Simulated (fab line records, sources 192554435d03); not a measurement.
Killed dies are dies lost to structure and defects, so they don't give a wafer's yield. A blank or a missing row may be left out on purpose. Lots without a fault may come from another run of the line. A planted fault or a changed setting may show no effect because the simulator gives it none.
fab line records | flow n5_finfet
record lots=5 wafers=13 last_day=18
route steps=1938 shown BEOL_M14@1741 BEOL_M15@1773 PASSIVATION@1936
lots that met no fault: from a run of the same line without faults
start_h: hours from the record's first day to the start of the lot's first wafer shown | wait_h: hours since the lot's step before | " the same as in the row above | L1.1+2: a row that stands for several wafers | - no value, or no start given | * or withheld: withheld | < > ~ a bound
route shown NAME@n: a module of which the file shows steps, and the number in the route of the first | usual: mean/standard deviation of fault-free wafers | same: alike in all rows | chamber/n: place in a boat | sites: the reading at each site | _std_site: their standard deviation | _edge_site: outer sites' mean less inner sites' | radius_mm: how far each site lies from the wafer's centre | mask NAME#n: copy n | behind: the tool/chamber that last shaped the wafer | hold: why the lot was held/for how many hours/how that ended | device: the transistor (n, p or np) that didn't switch | end of line: the same wafers' tests at the end of the route | a step without rows: its recipe alone | killed: dies lost to structure and defects at the first sort, not the wafer's yield | map: a wafer's dies, x killed, . not, _ none there
set.NAME: the setting as run; set.NAME@STEP: as run at that earlier step | model.NAME: the simulator's own value behind a step, which no gauge read
lots at some steps of the route; a table a step, a row a wafer
services: from which hour (start_h, from the record's first day; less than 0 if before it) a tool's chamber was out of use, for how many hours, and why
## steps
# step N5_BEOL_M14_SOFTBAKE_23
# recipe temp_c=130 time_s=60
# step N5_BEOL_M14_EXPOSE_25
# recipe mask_id=M14 na=0.8 source_shape=annular sigma_inner=0.5 sigma_outer=0.8 polarization=unpolarized target_cd_nm=280 dose_mj=26.6
# step N5_BEOL_M14_PEB_26
# recipe peb_temp_c=130 peb_time_s=90
# step N5_BEOL_M14_DEVELOP_27
# recipe develop_time_s=45 rinse_liquid=diw dry=air_spin dev_temp_c=21
# step N5_BEOL_M14_HARDBAKE_32
# recipe temp_c=130 time_s=120
# step N5_BEOL_M14_DESCUM_33
# recipe chemistry=O2 time_s=7.9 source_power_w=50 bias_power_w=20 pressure_mtorr=20 rf_frequency_hz=2.712e+07 temp_c=40 o2_flow_sccm=225
# step N5_BEOL_M14_ETCH_67
# recipe chemistry=CF4 target=SiARC target_depth_a=1430 time_s=238.3 ion_energy_ev=80 pressure_mtorr=40 source_w=545 bias_w=36 Ar_flow_sccm=100 cf4_flow_sccm=100 ends=cleared
# step N5_BEOL_M14_ETCH_68
# recipe chemistry=N2/H2 target=SOC mask_material=SiARC source_w=3000 bias_w=350 temp_c=40 time_s=450 ion_energy_ev=200 pressure_mtorr=30 n2_flow_sccm=200 h2_flow_sccm=200
# step N5_BEOL_M14_STRIP_69
# recipe chemistry=N2/H2 temp_c=40 n2_flow_sccm=200 h2_flow_sccm=200 rf_frequency_hz=6e+07
# step N5_BEOL_M14_TRENCH_ETCH_34
# recipe chemistry=C4F8/O2/Ar target=SiO2 target_depth_a=5566.5 mask_material=SOC he_inner_torr=15 he_outer_torr=30 time_s=126.9 ion_energy_ev=800 pressure_mtorr=20 source_w=1905 bias_w=2040 Ar_flow_sccm=400 C4F8_flow_sccm=16 O2_flow_sccm=12
# usual O2_flow_sccm=12.00/0.034 bias_w=2040/5.4 drypump_motor_current_A=5.5/0.36 he_inner_torr=15.00/0.033 oes_product_au=0.80/0.067 rf_vpp_V=2222/21 showerhead_plenum_p_Torr=3.45/0.1 throttle_valve_pct=30.87/0.3
# columns lot.wafer tool chamber start_h wait_h O2_flow_sccm bias_w drypump_motor_current_A he_inner_torr oes_product_au rf_hours_counter_h rf_vpp_V showerhead_plenum_p_Torr throttle_valve_pct model.etch.depth_nm
L587.1 rie_diel-04 2 258.05 0.0 11.99 2031 5.7 15.02 0.82 75 2227 3.48 30.45 559.7
L587.2 " 0 " " 12.04 2038 5.4 14.99 0.80 92 2226 3.59 31.20 567.2
L587.5 " 3 " " 11.97 2037 5.5 15.04 0.86 - 2218 3.48 30.40 568.3
L594.2 rie_diel-04 2 294.83 0.0 12.01 2032 5.7 15.02 0.69 87 2225 3.47 30.27 422.4
L594.3 " 1 " " 12.03 2035 5.7 15.02 0.88 44 2227 3.50 30.88 562.9
L594.4 " 3 " " 11.99 2042 5.5 14.93 0.71 75 2219 3.47 30.24 426.5
L593.2 rie_diel-04 0 303.50 0.0 12.00 2038 5.4 15.01 0.65 107 2225 3.58 31.02 420
L593.6 " 0 " " 11.98 2038 5.4 14.97 0.77 - 2224 3.58 31.21 557.5
L598.2 rie_diel-04 1 341.79 0.0 12.06 2035 5.8 14.98 0.72 59 2226 3.50 30.69 424.1
L598.6 " 0 " " 11.99 2034 5.4 15.02 0.76 - 2222 3.58 31.20 555.6
L605.1 rie_diel-03 0 393.05 0.0 12.02 2039 5.1 14.98 0.77 121 2190 3.32 31.03 549.4
L605.3 " 2 " " 11.95 2037 5.6 15.00 0.79 100 2261 3.61 30.62 544.6
L605.5 " 1 " " 11.99 2050 5.6 14.95 0.83 - 2240 3.37 30.73 549.5
# step N5_BEOL_M14_STRIP_70
# recipe chemistry=C4F8/O2/Ar resist=SiARC rf_frequency_hz=6e+07
# step N5_BEOL_M14_OCD_MEAS_35
# usual trench_depth_nm=557/8.6
# columns lot.wafer tool chamber start_h wait_h trench_depth_nm
L587.1 ocd-01 - 258.21 0.0 560
L587.2 " - " " 568
L587.5 " - " " 568
L594.2 ocd-01 - 294.99 0.0 423
L594.3 " - " " 563
L594.4 " - " " 427
L593.2 ocd-01 - 303.66 0.0 420
L593.6 " - " " 557
L598.2 ocd-01 - 341.95 0.0 423
L598.6 " - " " 556
L605.1 ocd-01 - 393.20 0.0 550
L605.3 " - " " 544
L605.5 " - " " 550
# step N5_BEOL_M14_STRIP_37
# recipe chemistry=O2 power_w=600 temp_c=60 pressure_mtorr=30 rf_frequency_hz=6e+07 bias_power_w=0 overash_fraction=0.3 o2_flow_sccm=225
# step N5_BEOL_M14_ETCH_38
# recipe chemistry=CF4/N2 target=SiCN target_depth_a=1065 taper_deg=2 time_s=120.6 ion_energy_ev=150 mask_material=SiO2 pressure_mtorr=40 source_w=430 bias_w=70 Ar_flow_sccm=100 cf4_flow_sccm=60 n2_flow_sccm=60
# step N5_BEOL_M14_PRECLEAN_39
# recipe chemistry=residue_remover time_s=60 temp_c=40
# step N5_BEOL_M14_SRD_40
# recipe time_s=30 temp_c=23 rinse_liquid=diw dry=n2_spin spin_rpm=1500 dry_time_s=30
# step N5_BEOL_M14_DEGAS_41
# recipe ambient=vacuum temp_c=300 time_s=60
# step N5_BEOL_M14_PRE_CLEAN_42
# recipe gas=H2/He time_s=30 temp_c=300
# step N5_BEOL_M14_SPUTTER_43
# recipe material=TaN target_thk_a=150 temp_c=50 bias_v=168.6 power_w=15000 chamber_pressure_pa=0.12 time_s=24.19
# step N5_BEOL_M14_SPUTTER_44
# recipe material=Ta target_thk_a=150 temp_c=50 bias_v=80 power_w=15000 chamber_pressure_pa=0.07 time_s=24.19
# step N5_BEOL_M14_SPUTTER_45
# recipe material=Cu target_thk_a=1000 temp_c=-20 bias_v=60 power_w=26000 chamber_pressure_pa=0.13 time_s=16.67
# step N5_BEOL_M14_ECD_47
# recipe material=Cu target_thk_a=12480
# step N5_BEOL_M14_ANNEAL_48
# recipe temp_c=225 time_s=90 ambient=N2
# step N5_BEOL_M14_CMP_49
# recipe stop_on=SiO2 t_overpolish_s=5.2 down_force_psi=2 platen_rpm=80 clearing_platen_down_force_psi=2 clearing_platen_rpm=80 post_cmp_clean=cu_alkaline target_thk_nm=560 clearing_platen_pad_velocity_m_s=1.5917 pad_velocity_m_s=1.5917
# usual barrier_field_endpoint_s=11.38/0.23 motor_current_A=7.9/0.91 overpolish_run_s=5.199/0.0085 platen_rpm=80.00/0.052 time_to_endpoint_s=122/3.9
# same t_overpolish_s=5.2
# columns lot.wafer tool chamber start_h wait_h barrier_field_endpoint_s motor_current_A overpolish_run_s platen_rpm time_to_endpoint_s model.Cu_of_BEOL_M14_ECD_47.thk_nm
L587.1 cmp-04 1 260.13 0.3 11.26 8.6 5.193 79.96 121 564
L587.2 " 2 " " 11.25 9.1 5.203 80.07 125 571.4
L587.5 " 2 " " 11.39 8.8 5.202 79.98 124 572.8
L594.3 cmp-01 3 298.02 0.2 11.32 6.8 5.203 79.95 124 566.8
L594.2 " 0 " " 11.06 8.4 5.184 79.98 118 426.2
L594.4 " 1 " " 11.22 8.4 5.187 79.92 121 429
L593.2 cmp-01 1 307.02 0.3 11.57 8.8 5.191 80.00 127 424.2
L593.6 " 2 " " 11.59 9.0 5.194 79.98 127 562.2
L598.2 cmp-04 2 345.58 0.3 11.26 9.2 5.204 80.01 119 427.6
L598.6 " 3 " " 10.84 6.2 5.189 79.91 113 559.2
L605.3 cmp-04 1 400.79 0.2 11.92 8.5 5.196 80.06 128 547.2
L605.1 " 3 " " 11.28 5.9 5.203 80.08 118 552.2
L605.5 " 2 " " 11.99 9.3 5.196 79.95 128 552
# step N5_BEOL_M14_THK_MEAS_50
# recipe thk_meas_gauge=xrf reads=Cu_of_BEOL_M14_ECD_47
# usual M14_THK=552/11
# columns lot.wafer tool chamber start_h wait_h M14_THK[nm]
L587.1 film_metro-02 - 260.43 - 561
L587.2 " - " " 571
L587.5 " - " " 571
L594.2 film_metro-02 - 298.31 - 425
L594.3 " - " " 566
L594.4 " - " " 429
L593.2 film_metro-02 - 307.20 - 421
L593.6 " - " " 559
L598.2 film_metro-01 - 345.76 - 417
L598.6 " - " " 543
L605.1 film_metro-02 - 401.08 - 547
L605.3 " - " " 543
L605.5 " - " " 547
# step N5_BEOL_M14_PRE_CLEAN_52
# recipe gas=NH3 time_s=15 temp_c=withheld rf_power_w=300
# step N5_BEOL_M14_DEP_53
# recipe material=SiCN target_thk_a=500 temp_c=withheld precursor=3MS/NH3 pressure_torr=3 rf_w=675 time_s=17.8
# step N5_BEOL_M14_RS_MEAS_54
# recipe thk_meas_gauge=four-point-probe reads=Cu_of_BEOL_M14_ECD_47+Ta_of_BEOL_M14_SPUTTER_44+TaN_of_BEOL_M14_SPUTTER_43
# usual M14_RS=0.0331/0.00053
# columns lot.wafer tool chamber start_h wait_h M14_RS[ohm/sq]
L587.1 film_metro-01 - 260.56 0.0 0.0329
L587.2 " - " " 0.0326
L587.5 " - " " 0.0324
L594.2 film_metro-02 - 298.44 0.1 0.0439
L594.3 " - " " 0.0327
L594.4 " - " " 0.0436
L593.2 film_metro-02 - 307.33 0.1 0.0441
L593.6 " - " " 0.0330
L598.2 film_metro-01 - 345.89 0.1 0.0438
L598.6 " - " " 0.0332
L605.1 film_metro-01 - 401.24 0.1 0.0336
L605.3 " - " " 0.0339
L605.5 " - " " 0.0337
# step N5_BEOL_M15_ILD_DEP_00
# recipe material=SiO2 target_thk_a=16293 temp_c=400 precursor=TEOS/O2 pressure_torr=6.5 rf_w=900 teos_flow_sccm=161.4 gas=O2 flow_sccm=2650 time_s=346.1
# step N5_BEOL_M15_COAT_58
# recipe resist=BARC temp_c=205 time_s=60 spin_rpm=1500 resist_thk_nm=89
# step N5_BEOL_M15_COAT_04
# recipe spin_rpm=1704 resist_thk_nm=800
# step N5_BEOL_M15_EBR_06
# recipe solvent=PGMEA ebr_width_mm=1.5
# step N5_BEOL_M15_SOFTBAKE_05
# recipe temp_c=130 time_s=60
# step N5_BEOL_M15_EXPOSE_07
# recipe mask_id=V14 na=0.8 source_shape=annular sigma_inner=0.5 sigma_outer=0.8 polarization=unpolarized attpsm_phase_deg=180 dose_mj=41.25
# step N5_BEOL_M15_PEB_08
# recipe peb_temp_c=130 peb_time_s=90
# step N5_BEOL_M15_DEVELOP_09
# recipe develop_time_s=45 rinse_liquid=diw dry=air_spin dev_temp_c=21
# step N5_BEOL_M15_HARDBAKE_14
# recipe temp_c=130 time_s=120
# step N5_BEOL_M15_RC_MEAS_101
# usual etest_temp_c=25.00/0.097 COMB_M10=1.47e-11/2.8e-12 COMB_M11=1.42e-11/2.7e-12 COMB_M12=6.4e-12/1.4e-12 COMB_M13=5.3e-12/1.3e-12 COMB_M15=2.6e-12/6.2e-13 COMB_M5=3.7e-11/7.2e-12 COMB_M5_max_site=5.3e-11/1.2e-11 COMB_M6=2.6e-11/6.1e-12 COMB_M7=2.6e-11/5.7e-12 COMB_M8=2.7e-11/5.1e-12 COMB_M9=1.42e-11/2.7e-12 SERP_M10=3.05/0.061 SERP_M11=3.05/0.063 SERP_M12=0.640/0.011 SERP_M13=0.306/0.0053 SERP_M14=0.161/0.0033 SERP_M14_max_site=0.162/0.0033 SERP_M5=38.8/1.6 SERP_M6=13.7/0.35 SERP_M7=13.6/0.42 SERP_M8=13.8/0.51 SERP_M9=3.06/0.07
# columns lot.wafer tool chamber start_h wait_h etest_temp_c COMB_M10[S/m] COMB_M11[S/m] COMB_M12[S/m] COMB_M13[S/m] COMB_M15[S/m] COMB_M5[S/m] COMB_M5_max_site[S/m] COMB_M6[S/m] COMB_M7[S/m] COMB_M8[S/m] COMB_M9[S/m] SERP_M10[ohm/um] SERP_M11[ohm/um] SERP_M12[ohm/um] SERP_M13[ohm/um] SERP_M14[ohm/um] SERP_M14_max_site[ohm/um] SERP_M5[ohm/um] SERP_M6[ohm/um] SERP_M7[ohm/um] SERP_M8[ohm/um] SERP_M9[ohm/um]
L587.1 prober-02 0 266.84 0.0 25.09 1.1e-11 1.69e-11 5.9e-12 6.1e-12 2.5e-12 3.8e-11 7.5e-11 1.9e-11 2.2e-11 2.6e-11 1.51e-11 3.02 3.03 0.657 0.304 0.156 0.158 39.8 13.7 12.8 13.2 3.04
L587.2 " 0 " " 24.91 1.32e-11 2.64e-11 6.5e-12 5.4e-12 2.1e-12 3.3e-11 4.7e-11 2.6e-11 2.5e-11 2.9e-11 1.56e-11 3.17 3.01 0.644 0.309 0.155 0.157 41.0 13.8 13.2 13.2 3.22
L587.5 " 0 " " 25.00 1.4e-11 1.38e-11 5.5e-12 6.6e-12 2.5e-12 5.1e-11 7.7e-11 2.6e-11 2.4e-11 2e-11 1.29e-11 3.12 2.98 0.651 0.302 0.156 0.157 38.9 13.8 13.8 13.4 3.20
L594.2 prober-02 0 304.30 0.2 24.82 1.37e-11 1.26e-11 9.3e-12 4.5e-12 1.6e-12 4.8e-11 6.8e-11 3.9e-11 1.8e-11 3.2e-11 1.88e-11 3.09 3.11 0.638 0.300 0.214 0.216 39.5 13.2 13.8 14.0 3.13
L594.3 " 0 " " 24.91 1.41e-11 1.13e-11 7.7e-12 6.7e-12 2.4e-12 3.8e-11 6.1e-11 2.2e-11 2.1e-11 2.7e-11 1.17e-11 3.05 2.98 0.648 0.297 0.158 0.160 36.8 13.5 13.6 14.1 3.06
L594.4 " 0 " " 24.84 1.49e-11 1.23e-11 8.9e-12 5.1e-12 2.2e-12 2.8e-11 4.4e-11 4e-11 2e-11 2.6e-11 1.35e-11 3.14 3.01 0.644 0.300 0.213 0.217 37.2 13.5 14.1 13.8 3.11
L593.2 prober-01 0 312.52 0.2 24.98 1.41e-11 1.09e-11 6e-12 5.1e-12 2.1e-12 2.5e-11 3.3e-11 2.3e-11 1.8e-11 1.6e-11 1.79e-11 3.16 3.09 0.638 0.309 0.213 0.216 39.8 13.9 13.6 14.0 3.00
L593.6 " 0 " " 24.97 1.5e-11 1.1e-11 6.5e-12 6e-12 2e-12 4.2e-11 5.6e-11 2e-11 1.8e-11 3e-11 1.35e-11 3.09 3.11 0.646 0.316 0.159 0.161 40.9 13.5 13.0 14.3 2.92
L598.2 prober-02 0 353.25 0.2 24.98 1.93e-11 1.22e-11 6.8e-12 6.6e-12 2.9e-12 3.9e-11 5.6e-11 2e-11 2.1e-11 2.2e-11 1.34e-11 3.07 3.06 0.621 0.308 0.212 0.214 37.8 13.6 13.9 13.9 3.16
L598.6 " 0 " " 25.05 2e-11 1.32e-11 5.5e-12 4.4e-12 2.1e-12 3.8e-11 6.7e-11 2e-11 2.4e-11 2.1e-11 1.37e-11 3.12 2.99 0.638 0.315 0.161 0.164 36.7 13.6 13.1 14.9 3.11
L605.1 prober-02 0 409.58 0.0 25.06 1.63e-11 1.83e-11 9.6e-12 6.3e-12 3.1e-12 3.7e-11 4.3e-11 1.9e-11 2.4e-11 2.9e-11 1.57e-11 3.07 3.09 0.645 0.310 0.163 0.165 37.3 13.4 14.0 13.8 3.06
L605.3 " 0 " " 24.96 1.72e-11 1.77e-11 8e-12 4e-12 2.3e-12 3.4e-11 5.1e-11 1.7e-11 2.6e-11 2.1e-11 2.07e-11 3.05 2.89 0.630 0.309 0.167 0.168 38.2 14.0 13.7 13.6 3.03
L605.5 " 0 " " 24.85 1.8e-11 1.62e-11 8.8e-12 5.4e-12 3.3e-12 3.8e-11 4.2e-11 2.2e-11 3.2e-11 2.8e-11 1.37e-11 3.09 3.02 0.632 0.315 0.162 0.163 38.6 13.7 14.0 14.1 3.03
# sites SERP_M14 radius_mm=0,75,75,75,75,140,140,140,140
L587.1 0.156 0.155 0.155 0.156 0.157 0.158 0.158 0.155 0.157
L594.2 0.214 0.216 0.213 0.212 0.212 0.214 0.213 0.215 0.215
L593.2 0.211 0.214 0.210 0.212 0.213 0.212 0.216 0.215 0.213
L598.2 0.208 0.211 0.213 0.210 0.214 0.212 0.213 0.211 0.212
L605.1 0.164 0.163 0.165 0.164 0.163 0.161 0.161 0.163 0.163
# step N5_PASSIVATION_PROBE_49
# usual defect_limited_yield=91.4/1.6 killed_at_M0_to_M3=34/12 killed_at_M4_up=13/5.2 killed_at_contacts=11/5.5 killed_at_front_end=40/13 killed_at_other=3.4/2.7 killed_dies=102/19 killed_open=66/15 killed_short=33/7.9 sort_bin_5_function=5.1/1.1 sort_bin_6_memory=3.2/0.7 sort_bin_8_speed=0/0 sort_n_pass=1078/19
# same gross_dies=1180 killed_at_back_side=0 sort_bin_4_leakage[%]=0
# columns lot.wafer tool chamber start_h wait_h defect_limited_yield[%] killed_at_M0_to_M3 killed_at_M4_up killed_at_contacts killed_at_front_end killed_at_other killed_dies killed_open killed_short sort_bin_5_function[%] sort_bin_6_memory[%] sort_bin_8_speed[%] sort_n_pass
L587.1 prober-01 - 281.88 0.0 91.9 39 5 22 27 2 95 66 28 5.3 2.5 0 1085
L587.2 prober-01 - 281.93 0.1 95.3 20 9 5 18 4 56 37 19 2.4 2.2 0 1124
L587.5 prober-01 - 282.08 0.2 92.5 29 7 26 25 1 88 66 22 4.7 2.7 0 1092
L594.2 prober-02 - 321.72 0.1 91.8 33 7 8 46 3 97 72 24 5.4 2.7 0 1083
L594.3 prober-02 - 321.77 0.1 90.8 29 19 20 36 4 108 70 37 4.8 3.8 0 1072
L594.4 prober-02 - 321.82 0.2 91.5 32 7 9 45 7 100 70 28 4.8 3.0 0.08 1080
L593.2 prober-02 - 328.05 0.1 93.0 26 7 9 41 0 83 51 29 4.2 2.5 0.17 1097
L593.6 prober-02 - 328.25 0.3 92.9 36 11 13 22 2 84 53 31 4.2 2.5 0 1096
L598.2 prober-02 - 370.09 0.1 91.5 40 21 5 32 2 100 60 36 4.9 3.1 0 1080
L598.6 prober-02 - 370.29 0.3 90.2 32 11 12 59 2 116 82 33 6.0 3.5 0 1064
L605.1 prober-01 - 422.22 0.0 89.7 38 14 2 66 1 121 84 33 5.8 4.1 0 1059
L605.3 prober-01 - 422.32 0.1 88.6 43 21 13 56 2 135 100 33 6.2 4.8 0 1045
L605.5 prober-01 - 422.42 0.2 90.6 37 18 9 43 4 111 80 26 5.2 3.7 0 1069
# killed by level:class
L587.1 MOL_CONTACT_COAG:geometric_particle:open=19 BEOL_M1:geometric_particle:open=9 BEOL_M3:geometric_particle:open=8 STI_FIN_REVEAL:geometric_particle:open=6 BEOL_M2:geometric_particle:short=5 STARTING-WAFER:geometric_particle:open=5 BEOL_M0_SAQP:geometric_particle:open=4 BEOL_M2:geometric_particle:open=4
L587.2 BEOL_M0_SAQP:geometric_particle:open=6 BEOL_M3:geometric_particle:open=6 MOL_CONTACT_COAG:geometric_particle:open=5 STI_FIN_REVEAL:geometric_particle:open=4 DUMMY_GATE:geometric_particle:open=4 BEOL_M0_SAQP:geometric_particle:short=4 BEOL_M5:geometric_particle:open=3 STARTING-WAFER:geometric_particle:open=3
L587.5 MOL_CONTACT_COAG:geometric_particle:open=22 STI_FIN_REVEAL:geometric_particle:open=9 BEOL_M2:geometric_particle:open=6 BEOL_M3:geometric_particle:open=6 BEOL_M0_SAQP:geometric_particle:short=5 STARTING-WAFER:geometric_particle:open=5 MOL_CONTACT_COAG:geometric_particle:short=4 BEOL_M0_SAQP:geometric_particle:open=4
L594.2 STI_FIN_REVEAL:geometric_particle:open=12 FIN_SAQP:geometric_particle:open=9 BEOL_M0_SAQP:geometric_particle:open=8 BEOL_M2:geometric_particle:open=8 MOL_CONTACT_COAG:geometric_particle:open=7 BEOL_M0:geometric_particle:open=5 FIN_SAQP:geometric_particle:short=4 ILD0:geometric_particle:short=4
L594.3 MOL_CONTACT_COAG:geometric_particle:open=17 BEOL_M0_SAQP:geometric_particle:short=12 BEOL_M0_SAQP:geometric_particle:open=10 BEOL_M4:geometric_particle:open=8 FIN_SAQP:geometric_particle:open=7 STI_FIN_REVEAL:geometric_particle:open=6 ILD0:geometric_particle:open=5 FIN_SAQP:geometric_particle:short=4
L594.4 STI_FIN_REVEAL:geometric_particle:open=20 BEOL_M0_SAQP:geometric_particle:open=9 MOL_CONTACT_COAG:geometric_particle:open=8 BEOL_M0_SAQP:geometric_particle:short=8 BEOL_M2:geometric_particle:open=7 STARTING-WAFER:geometric_particle:open=6 FIN_SAQP:geometric_particle:short=5 FIN_SAQP:geometric_particle:open=5
L593.2 FIN_SAQP:geometric_particle:open=12 STI_FIN_REVEAL:geometric_particle:open=10 BEOL_M1:geometric_particle:open=9 FIN_SAQP:geometric_particle:short=8 MOL_CONTACT_COAG:geometric_particle:open=6 MOL_CONTACT_COAG:geometric_particle:short=3 BEOL_M0_SAQP:geometric_particle:short=3 BEOL_M3:geometric_particle:open=3
L593.6 BEOL_M0_SAQP:geometric_particle:open=9 MOL_CONTACT_COAG:geometric_particle:open=8 BEOL_M0_SAQP:geometric_particle:short=8 FIN_SAQP:geometric_particle:open=6 STI_FIN_REVEAL:geometric_particle:open=5 MOL_CONTACT_COAG:geometric_particle:short=5 BEOL_M2:geometric_particle:open=5 BEOL_M4:geometric_particle:open=5
L598.2 BEOL_M2:geometric_particle:open=12 BEOL_M4:geometric_particle:open=12 STI_FIN_REVEAL:geometric_particle:open=9 BEOL_M1:geometric_particle:short=7 BEOL_M0_SAQP:geometric_particle:open=5 BEOL_M0_SAQP:geometric_particle:short=5 BEOL_M1:geometric_particle:open=5 FIN_SAQP:geometric_particle:open=4
L598.6 FIN_SAQP:geometric_particle:short=16 FIN_SAQP:geometric_particle:open=14 STI_FIN_REVEAL:geometric_particle:open=14 BEOL_M3:geometric_particle:open=10 MOL_CONTACT_COAG:geometric_particle:open=9 BEOL_M4:geometric_particle:open=7 DUMMY_GATE:geometric_particle:open=5 BEOL_M0_SAQP:geometric_particle:open=5
L605.1 STI_FIN_REVEAL:geometric_particle:open=27 BEOL_M1:geometric_particle:open=11 BEOL_M0_SAQP:geometric_particle:short=10 BEOL_M0_SAQP:geometric_particle:open=10 FIN_SAQP:geometric_particle:open=8 BEOL_M4:geometric_particle:open=8 FIN_SAQP:geometric_particle:short=5 STI_FIN_REVEAL:geometric_particle:short=5
L605.3 FIN_SAQP:geometric_particle:open=15 BEOL_M0_SAQP:geometric_particle:open=15 STI_FIN_REVEAL:geometric_particle:open=13 BEOL_M1:geometric_particle:open=13 BEOL_M4:geometric_particle:open=12 MOL_CONTACT_COAG:geometric_particle:open=11 BEOL_M0_SAQP:geometric_particle:short=8 DUMMY_GATE:geometric_particle:open=7
L605.5 FIN_SAQP:geometric_particle:open=19 BEOL_M0_SAQP:geometric_particle:short=12 STI_FIN_REVEAL:geometric_particle:open=11 BEOL_M0_SAQP:geometric_particle:open=11 BEOL_M4:geometric_particle:open=10 MOL_CONTACT_COAG:geometric_particle:open=9 BEOL_M1:geometric_particle:open=8 FIN_SAQP:geometric_particle:short=4
## services
# columns tool chamber start_h hours kind
cmp-04 - 236.23 - consumable_replace:conditioner
cmp-04 - 236.23 - consumable_replace:pad
cmp-04 - 243.54 1.9 repair
rie_diel-03 2 276.78 12.1 repair
cmp-01 - 277.20 1.9 repair
cmp-04 - 281.86 3.0 pm
cmp-04 - 288.89 1.8 repair
cmp-01 - 292.69 1.4 repair
cmp-01 - 298.24 4.0 pm
cmp-01 - 302.24 - consumable_replace:conditioner
cmp-01 - 302.24 - consumable_replace:pad
cmp-04 - 313.82 0.7 repair
cmp-01 - 314.04 0.4 repair
rie_diel-03 1 329.69 7.5 repair
rie_diel-03 3 332.74 11.1 repair
rie_diel-03 - 344.70 2.8 pm
cmp-01 - 347.00 11.2 pm
rie_diel-03 2 362.19 4.5 repair
rie_diel-04 1 374.84 12.1 repair
cmp-04 - 385.62 1.0 repair
rie_diel-04 2 388.69 8.6 repair
## key
first_sign step=N5_BEOL_M14_OCD_MEAS_35 reading=trench_depth_nm direction=down sigmas=16 usual=557 struck=423
effect step=N5_BEOL_M14_THK_MEAS_50 reading=M14_THK direction=down sigmas=12 usual=552 struck=423
effect step=N5_BEOL_M14_RS_MEAS_54 reading=M14_RS direction=up sigmas=20 usual=0.0331 struck=0.0438
effect step=N5_BEOL_M15_RC_MEAS_101 reading=SERP_M14 direction=up sigmas=16 usual=0.161 struck=0.213
model_effect step=N5_BEOL_M14_TRENCH_ETCH_34 value=etch.depth_nm without=563.8 struck=423.3
model_effect step=N5_BEOL_M14_CMP_49 value=Cu_of_BEOL_M14_ECD_47.thk_nm without=567.4 struck=426.8
met_at N5_BEOL_M14_TRENCH_ETCH_34
struck_wafers L593.2,L594.2,L594.4,L598.2
onset_between 258.05 294.83
fault kind=process_parameter_drift tool=rie_diel-04 chamber=- onset_h=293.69 steps=N5_BEOL_M14_TRENCH_ETCH_34 channel=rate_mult offset=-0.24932 shape=step end_h=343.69 scope=struck_wafers_only
